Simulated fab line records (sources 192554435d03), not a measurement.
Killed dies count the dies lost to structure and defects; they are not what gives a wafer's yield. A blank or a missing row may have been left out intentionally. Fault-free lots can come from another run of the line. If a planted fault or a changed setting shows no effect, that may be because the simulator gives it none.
Split-lot experiment ; flow n5Finfet ; 39 wafers read across 7 lots, on a route 1938 steps long

ON THE SPLIT
At N5_SD_EPI_N_ETCH_35 (etches SOC in N2/H2, overetch 108 nm, time 486 s), the setting timeS was moved away from the recipe's 486 s on 15 of the 39 wafers read, by -11.0% to +20.1%. For the rest of the wafers, this setting stayed at what the recipe calls for.

The reading is taken at the split's own step.

THE READING
SiARC_of_SD_EPI_N_COAT_33.thkNm (the simulator's own value, which no gauge read), in nm, at N5_SD_EPI_N_ETCH_35 (etches SOC in N2/H2, overetch 108 nm, time 486 s). There is no usual value for it anywhere in the file. Here, 24 wafers ran the recipe; their average is 19.5 nm with a standard deviation of 0.55 nm.

wafer;tool, chamber at the split;timeS as run, s;against the recipe;SiARC_of_SD_EPI_N_COAT_33.thkNm, nm;against lot-mates on the recipe
L075.1;rieDiel-01, 0;486;recipe;20;-
L075.2;rieDiel-01, 2,3;452.8;-6.8%;20.8;+1.0
L075.3;rieDiel-01, 2,3;452.8;-6.8%;20.8;+1.0
L075.4;rieDiel-01, 1;452.8;-6.8%;20.6;+0.8
L075.5;rieDiel-01, 2;486;recipe;19.8;-
L075.6;rieDiel-01, 1;486;recipe;19.6;-
L076.1;rieDiel-06, 0;486;recipe;19.2;-
L076.2;rieDiel-06, 2;486;recipe;19.8;-
L076.6;rieDiel-06, 2;486;recipe;19.8;-
L083.1;rieDiel-06, 1;432.7;-11.0%;21.4;+1.7
L083.2;rieDiel-06, 0,3;432.7;-11.0%;21;+1.3
L083.6;rieDiel-06, 0,3;432.7;-11.0%;21;+1.3
L083.3;rieDiel-06, 3;486;recipe;19.2;-
L083.4;rieDiel-06, 2;486;recipe;20;-
L083.5;rieDiel-06, 2;486;recipe;20;-
L086.1;rieDiel-02, 3;486;recipe;20.2;-
L086.5;rieDiel-02, 3;486;recipe;20.2;-
L086.2;rieDiel-02, 1;583.5;+20.1%;17;-3.1
L086.3;rieDiel-02, 0;583.5;+20.1%;16.4;-3.7
L086.4;rieDiel-02, 0;583.5;+20.1%;16.4;-3.7
L086.6;rieDiel-02, 1;486;recipe;20;-
L092.1;rieDiel-06, 1;519.1;+6.8%;18;-1.1
L092.2;rieDiel-06, 2;486;recipe;19.6;-
L092.3;rieDiel-06, 3;519.1;+6.8%;17.8;-1.3
L092.6;rieDiel-06, 3;519.1;+6.8%;17.8;-1.3
L092.4;rieDiel-06, 0;486;recipe;18.8;-
L092.5;rieDiel-06, 0;486;recipe;19;-
L093.1;rieDiel-01, 1;486;recipe;19.8;-
L093.2;rieDiel-01, 0;486;recipe;20.4;-
L093.5;rieDiel-01, 0;486;recipe;20.4;-
L093.3;rieDiel-01, 2;552;+13.6%;18;-2.2
L093.4;rieDiel-01, 2;552;+13.6%;18;-2.2
L093.6;rieDiel-01, 1;552;+13.6%;17.8;-2.4
L094.1;rieDiel-06, 3,0;486;recipe;19;-
L094.3;rieDiel-06, 3,0;486;recipe;19;-
L094.2;rieDiel-06, 1,0,1,3;486;recipe;18.8;-
L094.4;rieDiel-06, 1,0,1,3;486;recipe;18.8;-
L094.5;rieDiel-06, 1,0,1,3;486;recipe;18.8;-
L094.6;rieDiel-06, 1,0,1,3;486;recipe;18.8;-
If several chambers appear in one row, that row covers several wafers at once and the file leaves open which wafer was in which chamber.

THE FIT
A straight line over all 39 wafers: SiARC_of_SD_EPI_N_COAT_33.thkNm changes by -0.147 nm for each +1% of timeS; r = -0.91; the points scatter about the line by 0.51 nm.
The same after taking each lot's own level away (the mean of its wafers on the recipe; 39 wafers): -0.163 nm for each +1%; r = -0.98; scatter 0.26 nm.
On that fit, the largest move of timeS shifts the reading by 3.3 nm.
Measured against the standard deviation above, the lots' own levels, which go from 18.87 to 20.20 nm, span 2.4 times it.
Hence the lot-to-lot level has little effect on the slope; both slopes agree.
Check: with one of the wafers moved furthest among these (+20.1%) left out of the fit, the line predicts -3.39 nm for it against its lot-mates. Against them it came out at -3.13 nm.

ADDITIONAL SPLITS CARRIED BY THESE WAFERS
Note: prior to the reading, these wafers also went through further splits. Each is held against what the fit with the lots' levels taken away leaves over:
other split on the same wafers;wafers away from the commonest value;r with SiARC_of_SD_EPI_N_COAT_33.thkNm (lot level and that fit taken away)
N5_DUMMY_GATE_ETCH_42 biasW;12;+0.11

THE FILE'S OWN FIT
SiARC_of_SD_EPI_N_COAT_33.thkNm changes by -0.165 nm for each +1% of timeS, r = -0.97.
